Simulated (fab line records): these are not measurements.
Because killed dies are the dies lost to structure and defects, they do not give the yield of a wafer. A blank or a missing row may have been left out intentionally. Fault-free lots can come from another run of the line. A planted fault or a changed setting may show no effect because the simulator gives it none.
fab line records	flow n5-finfet
record: lots: 9	wafers: 26	last-day: 17
route steps=1938 shown BEOL_M4@1111 BEOL_M7@1309 BEOL_M8@1333 PASSIVATION@1936
lots with no fault: from the same line, run without faults
start-h: start of the lot's first displayed wafer, in hours after the record's first day	wait-h: hours elapsed since this lot's preceding step	" same as the row above	L1.1+2: one row covering several wafers at once	- no value, or no start was given	* or withheld: withheld	< > ~ a bound
route shown NAME@n: NAME is a module with steps in the file, n the number in the route of the first one	usual: mean and standard deviation over wafers with no fault	same: alike in all rows	chamber/n: place in a boat	sites: the reading at each site	_std_site: standard deviation across them	_edge_site: mean of outer sites minus mean of inner sites	radius-mm: how far each site lies from the wafer's centre	mask NAME#n: copy n	behind: the most recent tool/chamber to have shaped the wafer	hold: why the lot was held/for how many hours/how that ended	device: the n, p or np transistor that did not switch	end of line: tests run on the same wafers once the route is complete	a step given without rows: its recipe and nothing more	killed: at the first sort, the dies lost to defects and structure; wafer yield is something else	map: the dies of a wafer, with x for killed, . for not killed, _ for no die there
set.NAME: the setting the step ran with; set.NAME@STEP: the setting that earlier step ran with	model.NAME: the simulator's own value behind a step, which no gauge read
one table for each step of the route and one row for each wafer, over a sample of lots
services: from which hour (start-h, from the record's first day; less than 0 if before it) a tool's chamber was out of use, for how many hours, and why
== steps ==
step: N5_BEOL_M4_RC_MEAS_101
usual: DIBL_N: 36.4/1.5	DIBL_P: 36.4/1.6	IOFF_N: 0.164/0.025	IOFF_P: 0.214/0.028	ION_N: 675/9.9	ION_P: 463/6.5	SS_N: 71.5/0.5	SS_P: 73.3/0.56	VT_N: 249.2/2.7	VT_P: -250.1/2.8
lot.wafer	tool	chamber	start-h	wait-h	DIBL_N[mV/V]	DIBL_P[mV/V]	IOFF_N[nA/um]	IOFF_P[nA/um]	ION_N[uA/um]	ION_P[uA/um]	SS_N[mV/dec]	SS_P[mV/dec]	VT_N[mV]	VT_P[mV]
L952.4	prober-02	0	180.43	0.5	35.8	37.5	0.165	0.224	677	471	71.8	73.8	249.6	-249.5
L952.5	"	0	"	"	36.0	37.2	0.168	0.219	682	467	71.8	73.6	247.4	-249.8
L952.6	"	0	"	"	35.8	36.9	0.166	0.208	687	467	70.9	73.2	248.3	-250.5
L953.1	prober-01	0	183.12	0.0	36.4	36.9	0.153	0.173	671	455	71.8	73.3	248.6	-253.4
L953.2	"	0	"	"	34.1	34.1	0.111	0.145	657	440	70.8	72.7	256.2	-257.7
L953.6	"	0	"	"	35.7	35.4	0.134	0.160	656	447	71.7	73.6	252.8	-254.4
L954.1	prober-01	0	189.48	0.0	35.8	35.7	0.163	0.214	678	462	70.9	73.4	250.3	-252.0
L954.4	"	0	"	"	35.2	34.7	0.154	0.195	676	460	71.1	73.3	250.3	-250.5
L954.6	"	0	"	"	34.1	34.3	0.136	0.186	664	460	70.7	72.3	253.4	-251.6
L959.1	prober-01	0	216.73	0.4	38.2	35.8	0.172	0.221	674	459	72.2	73.0	249.4	-249.3
L959.2	"	0	"	"	38.7	36.1	0.184	0.239	681	470	72.0	73.4	246.6	-247.6
L959.6	"	0	"	"	38.6	36.6	0.187	0.254	675	465	71.8	73.6	245.5	-248.3
L962.1	prober-01	0	241.19	0.0	35.4	35.4	0.137	0.176	668	456	70.9	72.5	254.7	-254.9
L962.3	"	0	"	"	33.9	34.3	0.121	0.169	661	455	70.4	73.0	255.1	-252.1
L962.4	"	0	"	"	36.6	37.4	0.166	0.209	668	452	71.3	73.3	247.1	-252.9
L963.2	prober-01	0	244.41	0.3	34.5	37.4	0.146	0.209	678	469	71.4	73.6	251.8	-251.0
L963.5	"	0	"	"	33.6	35.4	0.128	0.193	664	465	70.8	72.8	252.9	-250.6
L969.1	prober-02	0	274.08	0.0	35.5	36.2	0.152	0.214	684	466	71.0	73.3	251.5	-250.4
L969.4	"	0	"	"	33.9	34.6	0.122	0.175	674	464	70.9	73.0	252.6	-253.9
L969.6	"	0	"	"	33.8	34.8	0.130	0.185	661	457	71.7	72.7	251.3	-253.2
L971.2	prober-02	0	291.64	0.2	35.1	34.9	0.159	0.175	681	458	71.7	73.1	250.2	-254.8
L971.3	"	0	"	"	34.7	34.4	0.146	0.169	674	457	71.1	73.1	249.3	-252.5
L971.6	"	0	"	"	35.5	35.5	0.157	0.187	667	455	71.8	72.9	249.2	-254.0
L973.3	prober-02	0	303.39	0.3	37.4	37.1	0.184	0.225	675	464	71.4	73.8	246.9	-250.5
L973.4	"	0	"	"	36.6	36.1	0.164	0.212	674	457	71.6	73.7	251.0	-251.4
L973.6	"	0	"	"	37.8	36.8	0.174	0.218	678	459	71.2	74.1	249.6	-249.9
step: N5_BEOL_M7_ETCH_41
recipe: chemistry: CH3F/O2	target: SiCN	target-depth-a: 319	taper-deg: 2	time-s: 57.8	ion-energy-ev: 120	mask-material: TiN	pressure-mtorr: 30	source-w: 395	bias-w: 75	Ar_flow_sccm: 150	CH3F_flow_sccm: 30	O2_flow_sccm: 20
usual: O2_flow_sccm: 20.00/0.061	drypump-motor-current-A: 5.4/0.5	oes-product-au: 0.78/0.085	rf-vpp-V: 297.4/1.4	showerhead-plenum-p-Torr: 2.01/0.058	throttle-valve-pct: 16.33/0.24
lot.wafer	tool	chamber	start-h	wait-h	O2_flow_sccm	drypump-motor-current-A	oes-product-au	rf-hours-counter-h	rf-vpp-V	showerhead-plenum-p-Torr	throttle-valve-pct
L952.4	rie-diel-03	0	-	-	20.05	5.3	0.70	198	298.7	2.06	16.34
L952.5	"	2	"	"	19.90	4.8	0.94	-	295.8	1.97	15.81
L952.6	"	3	"	"	20.00	5.1	0.83	-	296.5	2.02	16.23
L953.1	rie-diel-06	0	-	-	20.04	5.4	0.75	161	295.7	1.92	16.57
L953.2	"	3	"	"	20.03	6.8	0.87	48	297.4	2.04	16.14
L953.6	"	2	"	"	20.04	5.7	0.73	-	295.7	1.92	16.66
L954.1	rie-diel-06	0	-	-	20.00	5.5	0.75	161	294.2	1.92	16.55
L954.4	"	1	"	"	20.15	5.3	0.86	71	298.5	2.03	16.34
L954.6	"	1	"	"	20.12	5.4	0.86	-	296.4	2.03	16.33
L959.1	rie-diel-06	0	-	-	20.11	5.5	0.74	169	296.7	1.92	16.58
L959.2	"	3	"	"	20.04	6.8	0.86	57	297.7	2.04	16.15
L959.6	"	2	"	"	19.85	5.7	0.72	-	295.5	1.92	16.69
L962.1	rie-diel-05	0	-	-	20.01	5.3	0.74	186	297.0	2.00	16.21
L962.3	"	2	"	"	19.96	6.0	0.94	11	297.2	1.96	16.21
L962.4	"	1	"	"	20.14	5.6	0.91	20	299.6	2.13	16.33
L963.2	rie-diel-03	3	-	-	19.98	5.1	0.80	114	297.3	2.01	16.26
L963.5	"	2	"	"	20.01	4.8	0.88	-	295.8	1.97	15.85
L969.1	rie-diel-03	3	-	-	19.99	5.1	0.80	123	297.9	2.01	16.25
L969.4	"	2	"	"	19.95	4.8	0.87	34	296.4	1.96	15.87
L969.6	"	1	"	"	20.09	5.2	0.67	-	298.7	2.06	16.45
L971.2	rie-diel-06	1	-	-	20.03	5.3	0.83	103	297.1	2.02	16.41
L971.3	"	3	"	"	20.04	6.8	0.83	83	299.0	2.03	16.19
L971.6	"	2	"	"	19.88	5.7	0.70	-	295.3	1.91	16.72
L973.3	rie-diel-03	3	-	-	20.05	5.1	0.79	130	298.2	2.01	16.28
L973.4	"	0	"	"	19.88	5.3	0.68	238	297.9	2.05	16.41
L973.6	"	1	"	"	20.03	5.2	0.67	-	297.9	2.06	16.46
step: N5_BEOL_M7_CD_MEAS_35
recipe: target-cd-nm: 40	polarity: opening
usual: cd-nm: 39.9/0.48
lot.wafer	tool	chamber	start-h	wait-h	cd-nm
L952.4	cd-sem-02	-	205.02	0.0	39.9
L952.5	"	-	"	"	40.0
L952.6	"	-	"	"	39.4
L953.1	cd-sem-02	-	213.69	0.0	40.7
L953.2	"	-	"	"	39.5
L953.6	"	-	"	"	39.6
L954.1	cd-sem-01	-	215.27	0.0	40.1
L954.4	"	-	"	"	39.2
L954.6	"	-	"	"	39.1
L959.1	cd-sem-03	-	239.46	0.0	40.1
L959.2	"	-	"	"	40.4
L959.6	"	-	"	"	40.4
L962.1	cd-sem-01	-	266.69	0.0	39.9
L962.3	"	-	"	"	39.5
L962.4	"	-	"	"	39.9
L963.2	cd-sem-01	-	268.58	0.0	40.0
L963.5	"	-	"	"	39.4
L969.1	cd-sem-03	-	302.21	0.0	40.5
L969.4	"	-	"	"	40.5
L969.6	"	-	"	"	39.8
L971.2	cd-sem-01	-	314.43	0.0	39.7
L971.3	"	-	"	"	39.8
L971.6	"	-	"	"	40.6
L973.3	cd-sem-03	-	329.15	0.0	39.9
L973.4	"	-	"	"	39.5
L973.6	"	-	"	"	39.8
step: N5_BEOL_M7_CMP_52
recipe: stop-on: SiCOH_lowk	t-overpolish-s: 6.9	down-force-psi: 1	platen-rpm: 50	clearing-platen-down-force-psi: 1.5	clearing-platen-rpm: 50	post-cmp-clean: cu-alkaline	target-thk-nm: 80	clearing-platen-pad-velocity-m-s: 0.99484	pad-velocity-m-s: 0.99484
usual: barrier-field-endpoint-s: 29.0/0.64	head-pressure-psi: 0.9999/0.0023	motor-current-A: 6.3/0.72	overpolish-run-s: 6.900/0.0089	slurry-filter-dp-kPa: 13.51/0.13	time-to-endpoint-s: 62.6/2.4
lot.wafer	tool	chamber	start-h	wait-h	barrier-field-endpoint-s	head-pressure-psi	motor-current-A	overpolish-run-s	slurry-filter-dp-kPa	time-to-endpoint-s
L952.4	cmp-01	1	208.97	0.2	29.6	0.9989	6.1	6.892	13.47	61.8
L952.5	"	3	"	"	29.3	1.0030	5.7	6.893	13.75	65.6
L952.6	"	0	"	"	30.1	1.0007	7.2	6.905	13.63	64.0
L953.2	cmp-02	1	216.24	0.3	28.4	1.0001	7.0	6.895	13.30	61.0
L953.1	"	2	"	"	27.8	0.9990	5.3	6.902	13.38	59.2
L953.6	"	0	"	"	28.9	0.9990	5.2	6.886	13.62	63.5
L954.4	cmp-01	3	216.97	0.2	29.3	0.9997	5.8	6.903	13.56	62.5
L954.1	"	1	"	"	28.9	1.0001	5.6	6.899	13.32	65.9
L954.6	"	2	"	"	30.2	1.0015	7.9	6.913	13.54	63.9
L959.2	cmp-01	3	241.59	0.2	26.9	1.0000	5.6	6.902	13.37	58.8
L959.1	"	0	"	"	28.2	1.0000	7.0	6.913	13.53	60.5
L959.6	"	0	"	"	28.3	0.9974	6.6	6.900	13.38	60.3
L962.1	cmp-01	0	269.07	0.4	28.5	1.0017	6.9	6.910	13.57	60.6
L962.4	"	1	"	"	46.9	1.0003	6.1	0.034	13.55	80.9
L962.3	"	2	"	"	29.4	0.9984	7.8	6.906	13.21	64.4
L963.2	cmp-01	3	270.63	0.2	28.3	0.9994	5.9	6.901	13.45	61.0
L963.5	"	2	"	"	46.9	0.9984	7.5	0.043	13.53	80.6
L969.1	cmp-04	0	304.51	0.3	28.4	1.0051	6.2	6.899	13.61	60.2
L969.4	"	1	"	"	29.7	0.9994	6.7	6.913	13.59	63.5
L969.6	"	3	"	"	27.8	0.9966	5.8	6.896	13.63	60.7
L971.3	cmp-02	1	316.78	0.2	28.8	0.9958	7.1	6.893	13.28	58.3
L971.2	"	3	"	"	28.8	0.9993	6.4	6.885	13.56	57.1
L971.6	"	0	"	"	28.6	0.9974	5.5	6.895	13.32	58.8
L973.4	cmp-04	0	331.31	0.1	29.0	1.0031	6.0	6.894	13.55	63.7
L973.3	"	1	"	"	29.2	1.0000	6.4	6.915	13.48	62.7
L973.6	"	1	"	"	29.6	0.9977	6.7	6.893	13.73	63.9
step: N5_BEOL_M7_THK_MEAS_53
recipe: thk-meas-gauge: xrf	reads: Cu_of_BEOL_M7_ECD_50
usual: M7_THK: 77.7/1.9
lot.wafer	tool	chamber	start-h	wait-h	M7_THK[nm]
L952.4	film-metro-01	-	209.19	-	79.1
L952.5	"	-	"	"	79.3
L952.6	"	-	"	"	79.4
L953.1	film-metro-01	-	216.46	-	77.5
L953.2	"	-	"	"	78.4
L953.6	"	-	"	"	77.3
L954.1	film-metro-02	-	217.22	-	78.9
L954.4	"	-	"	"	80.1
L954.6	"	-	"	"	80.3
L959.1	film-metro-02	-	241.88	-	79.4
L959.2	"	-	"	"	81.1
L959.6	"	-	"	"	77.4
L962.1	film-metro-01	-	269.36	-	77.0
L962.3	"	-	"	"	78.2
L962.4	"	-	"	"	188.6
L963.2	film-metro-02	-	270.89	-	76.5
L963.5	"	-	"	"	192.8
L969.1	film-metro-02	-	304.73	-	76.6
L969.4	"	-	"	"	76.9
L969.6	"	-	"	"	73.3
L971.2	film-metro-02	-	317.04	-	79.5
L971.3	"	-	"	"	78.5
L971.6	"	-	"	"	76.7
L973.3	film-metro-02	-	331.61	-	76.4
L973.4	"	-	"	"	75.9
L973.6	"	-	"	"	75.7
step: N5_BEOL_M7_INSPECT_58
recipe: inspect-instrument: darkfield	mode: post-dep
usual: raw-defect-count: 79/26
lot.wafer	tool	chamber	start-h	wait-h	raw-defect-count
L952.4	defect-inspect-02	-	209.38	0.0	113
L952.5	"	-	"	"	54
L952.6	"	-	"	"	64
L953.1	defect-inspect-02	-	216.62	0.0	77
L953.2	"	-	"	"	78
L953.6	"	-	"	"	59
L954.1	defect-inspect-02	-	217.38	0.0	81
L954.4	"	-	"	"	66
L954.6	"	-	"	"	83
L959.1	defect-inspect-02	-	242.04	0.0	63
L959.2	"	-	"	"	74
L959.6	"	-	"	"	55
L962.1	defect-inspect-01	-	269.52	0.0	84
L962.3	"	-	"	"	102
L962.4	"	-	"	"	1244
L963.2	defect-inspect-01	-	271.04	0.0	69
L963.5	"	-	"	"	1234
L969.1	defect-inspect-01	-	304.89	0.0	66
L969.4	"	-	"	"	85
L969.6	"	-	"	"	47
L971.2	defect-inspect-02	-	317.20	0.0	85
L971.3	"	-	"	"	84
L971.6	"	-	"	"	88
L973.3	defect-inspect-01	-	331.77	0.0	52
L973.4	"	-	"	"	57
L973.6	"	-	"	"	36
step: N5_BEOL_M8_CURE_74
recipe: temp-c: 385	time-s: 240	ambient: He/Ar	material: SiCOH_lowk
usual: lamp-power-pct: 52.31/0.057	wafer_temp_C_max: 387.1/0.8
lot.wafer	tool	chamber	start-h	wait-h	lamp-power-pct	wafer_temp_C_max
L952.4	uv-cure-01	0	209.72	0.3	52.30	387.7
L952.5	"	0	"	"	52.27	386.5
L952.6	"	0	"	"	52.34	386.9
L953.1	uv-cure-01	1	216.94	0.3	52.42	386.8
L953.2	"	1	"	"	52.36	386.8
L953.6	"	1	"	"	52.17	386.9
L954.1	uv-cure-02	2	217.48	0.0	52.36	387.6
L954.4	"	2	"	"	52.30	386.9
L954.6	"	2	"	"	52.34	386.9
L959.1	uv-cure-02	1	242.14	0.0	52.40	386.2
L959.2	"	1	"	"	52.33	387.2
L959.6	"	1	"	"	52.32	387.1
L962.1	uv-cure-01	1	269.62	0.0	52.24	386.4
L962.3	"	1	"	"	52.22	386.8
L963.2	uv-cure-02	2	271.22	0.1	52.25	388.0
L969.1	uv-cure-01	0	304.99	0.0	52.30	386.8
L969.4	"	0	"	"	52.27	386.7
L969.6	"	0	"	"	52.27	387.1
L971.2	uv-cure-03	0	317.38	0.1	52.34	386.8
L971.3	"	0	"	"	52.23	386.5
L971.6	"	0	"	"	52.20	387.1
L973.3	uv-cure-02	1	332.03	0.2	52.28	387.1
L973.4	"	1	"	"	52.37	387.0
L973.6	"	1	"	"	52.27	387.0
step: N5_PASSIVATION_PROBE_49
usual: defect-limited-yield: 91.1/1.4	killed_at_M0_to_M3: 35/8.7	killed_at_M4_up: 14/5.3	killed-at-contacts: 12/6.2	killed-at-front-end: 41/12	killed-at-other: 3.4/2.6	killed-dies: 105/16	killed-on-rim: 14/3.8	killed-open: 67/13	killed-short: 36/7.3	sort_bin_5_function: 5.2/0.96	sort_bin_6_memory: 3.3/0.6	sort-n-pass: 1075/16	sort-yield-pct: 91.1/1.4
same: gross-dies: 1180	killed-at-back-side: 0	sort_bin_4_leakage[%]: 0	sort_bin_8_speed[%]: 0
lot.wafer	tool	chamber	start-h	wait-h	defect-limited-yield[%]	killed_at_M0_to_M3	killed_at_M4_up	killed-at-contacts	killed-at-front-end	killed-at-other	killed-dies	killed-on-rim	killed-open	killed-short	sort_bin_5_function[%]	sort_bin_6_memory[%]	sort-n-pass	sort-yield-pct[%]
L954.1	prober-02	-	281.32	0.0	90.1	41	5	17	49	5	117	16	74	41	6.1	3.6	1063	90.1
L954.4	prober-02	-	281.47	0.2	89.2	47	9	11	55	5	127	14	70	54	6.4	3.7	1053	89.2
L954.6	prober-02	-	281.57	0.3	90.8	43	14	5	44	3	109	15	63	44	4.9	4.0	1071	90.8
L963.2	prober-02	-	345.35	0.1	91.6	35	20	13	26	5	99	17	72	24	5.2	3.0	1081	91.6
L963.5	prober-02	-	345.50	0.2	0	19	1128	6	26	1	1180	152	50	19	3.8	1.9	0	0
L962.1	prober-02	-	347.91	0.2	89.6	38	7	11	64	3	123	13	79	42	6.6	3.3	1057	89.6
L962.3	prober-02	-	348.01	0.3	91.4	29	17	6	43	7	102	19	67	35	5.3	3.2	1078	91.4
L962.4	prober-02	-	348.06	0.3	0	35	1089	5	50	1	1180	152	58	37	5.0	2.5	0	0
L969.1	prober-02	-	386.08	0.0	91.5	34	7	9	46	4	100	12	57	42	4.6	3.6	1080	91.5
L969.4	prober-02	-	386.23	0.2	91.3	27	10	7	48	11	103	10	69	34	5.5	3.0	1077	91.3
L969.6	prober-02	-	386.33	0.3	92.0	33	5	14	36	6	94	13	64	29	4.7	3.0	1086	92.0
killed by level:class
L954.1 BEOL_M0_SAQP:geometric-particle:short=16 MOL_CONTACT_COAG:geometric-particle:open=14 FIN_SAQP:geometric-particle:open=12 BEOL_M1:geometric-particle:open=7 GATE_CUT:geometric-particle:open=6 GATE_CUT:geometric-particle:short=6 FIN_SAQP:geometric-particle:short=5 BEOL_M2:geometric-particle:open=5
L954.4 FIN_SAQP:geometric-particle:short=19 FIN_SAQP:geometric-particle:open=15 BEOL_M0_SAQP:geometric-particle:short=15 BEOL_M0_SAQP:geometric-particle:open=9 MOL_CONTACT_COAG:geometric-particle:open=9 BEOL_M1:geometric-particle:open=7 BEOL_M3:geometric-particle:open=5 STI_FIN_REVEAL:geometric-particle:open=4
L954.6 FIN_SAQP:geometric-particle:short=17 BEOL_M0_SAQP:geometric-particle:open=11 BEOL_M0_SAQP:geometric-particle:short=11 BEOL_M1:geometric-particle:open=9 FIN_SAQP:geometric-particle:open=7 STI_FIN_REVEAL:geometric-particle:open=6 BEOL_M2:geometric-particle:open=6 BEOL_M4:geometric-particle:open=5
L963.2 MOL_CONTACT_COAG:geometric-particle:open=12 BEOL_M4:geometric-particle:open=12 BEOL_M0_SAQP:geometric-particle:short=9 BEOL_M0_SAQP:geometric-particle:open=7 FIN_SAQP:geometric-particle:open=6 BEOL_M2:geometric-particle:open=6 BEOL_M3:geometric-particle:open=6 STARTING-WAFER:geometric-particle:open=5
L963.5 BEOL_M7:area-cmp=1109 BEOL_M4:geometric-particle:open=9 STI_FIN_REVEAL:geometric-particle:open=5 GATE_CUT:geometric-particle:short=5 MOL_CONTACT_COAG:geometric-particle:open=5 BEOL_M2:geometric-particle:open=5 BEOL_M3:geometric-particle:open=5 BEOL_M6:geometric-particle:open=4
L962.1 FIN_SAQP:geometric-particle:open=27 FIN_SAQP:geometric-particle:short=11 BEOL_M0_SAQP:geometric-particle:open=10 BEOL_M2:geometric-particle:open=8 BEOL_M3:geometric-particle:open=8 MOL_CONTACT_COAG:geometric-particle:open=7 STI_FIN_REVEAL:geometric-particle:open=6 BEOL_M0_SAQP:geometric-particle:short=6
L962.3 FIN_SAQP:geometric-particle:open=18 FIN_SAQP:geometric-particle:short=9 BEOL_M3:geometric-particle:open=9 BEOL_M4:geometric-particle:open=7 BEOL_M0_SAQP:geometric-particle:short=6 BEOL_M0_SAQP:geometric-particle:open=5 MOL_CONTACT_COAG:geometric-particle:open=4 STI_FIN_REVEAL:geometric-particle:open=3
L962.4 BEOL_M7:area-cmp=1085 BEOL_M3:geometric-particle:open=12 FIN_SAQP:geometric-particle:short=9 GATE_CUT:geometric-particle:short=8 BEOL_M0_SAQP:geometric-particle:open=8 FIN_SAQP:geometric-particle:open=7 GATE_CUT:geometric-particle:open=6 STI_FIN_REVEAL:geometric-particle:open=4
L969.1 FIN_SAQP:geometric-particle:short=11 GATE_CUT:geometric-particle:short=10 BEOL_M0_SAQP:geometric-particle:open=10 MOL_CONTACT_COAG:geometric-particle:open=8 ILD0:geometric-particle:short=6 GATE_CUT:geometric-particle:open=6 BEOL_M1:geometric-particle:open=6 BEOL_M2:geometric-particle:open=6
L969.4 STI_FIN_REVEAL:geometric-particle:open=11 BEOL_M3:geometric-particle:open=9 GATE_CUT:geometric-particle:short=8 FIN_SAQP:geometric-particle:short=7 STARTING-WAFER:geometric-particle:short=6 MOL_CONTACT_COAG:geometric-particle:open=5 BEOL_M0:geometric-particle:open=5 BEOL_M1:geometric-particle:open=5
L969.6 MOL_CONTACT_COAG:geometric-particle:open=12 BEOL_M1:geometric-particle:open=11 FIN_SAQP:geometric-particle:open=7 BEOL_M0_SAQP:geometric-particle:short=6 GATE_CUT:geometric-particle:short=5 BEOL_M0_SAQP:geometric-particle:open=5 BEOL_M2:geometric-particle:open=5 FIN_SAQP:geometric-particle:short=4
== services ==
tool	chamber	start-h	hours	kind
cmp-02	-	184.44	0.7	repair
cmp-04	-	191.17	5.9	repair
uv-cure-02	-	199.29	1.0	pm
uv-cure-02	-	204.21	0.3	repair
uv-cure-01	-	204.74	3.4	pm
rie-diel-03	2	208.36	12.5	repair
cmp-04	-	214.02	4.0	pm
rie-diel-03	3	217.87	22.0	repair
cmp-01	-	229.66	4.0	pm
rie-diel-05	3	240.96	8.6	repair
uv-cure-03	-	242.71	7.5	pm
cmp-04	-	243.72	28.0	repair
uv-cure-02	-	247.13	7.5	pm
cmp-02	-	264.82	10.7	pm
rie-diel-05	2	283.44	5.7	repair
uv-cure-02	-	285.75	0.9	repair
rie-diel-03	1	291.24	4.8	repair
uv-cure-02	-	294.54	2.1	pm
uv-cure-01	-	295.81	2.8	pm
rie-diel-03	-	296.14	0.2	repair
cmp-01	-	300.61	0.5	repair
rie-diel-06	-	307.82	0.2	repair
cmp-02	-	308.38	3.8	repair
cmp-02	-	328.15	4.0	pm
== key ==
first-sign: step: N5_BEOL_M7_CMP_52	reading: overpolish-run-s	direction: down	sigmas: 99+	usual: 6.900	struck: 0.039
effect: step: N5_BEOL_M7_CMP_52	reading: barrier-field-endpoint-s	direction: up	sigmas: 28	usual: 29.0	struck: 46.9
effect: step: N5_BEOL_M7_THK_MEAS_53	reading: M7_THK	direction: up	sigmas: 59	usual: 77.7	struck: 190.7
effect: step: N5_BEOL_M7_INSPECT_58	reading: raw-defect-count	direction: up	sigmas: 45	usual: 79	struck: 1239
effect: step: N5_PASSIVATION_PROBE_49	reading: killed_at_M4_up	direction: up	sigmas: 99+	usual: 14	struck: 1108
more-kills-born-at: N5_BEOL_M7_CMP_52@cmp-01: 2194
met-at N5_BEOL_M7_CMP_52
struck-lots L962,L963
struck-wafers L962.4,L963.5
later-rows-left-out L962.4,L963.5
not-acting-at N5_BEOL_M7_ETCH_41,N5_BEOL_M7_CD_MEAS_35,N5_BEOL_M8_CURE_74
onset-between 241.59 269.07
fault: kind: process-parameter-drift	tool: cmp-01	chamber: -	onset-h: 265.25	steps: N5_BEOL_M7_CMP_52	channel: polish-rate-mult	offset: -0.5	shape: step	end-h: 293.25	scope: struck-wafers-only
later-rows-left-out: the simulator's readings of these wafers behind a module that went badly wrong aren't trusted and aren't shown, but for the sort
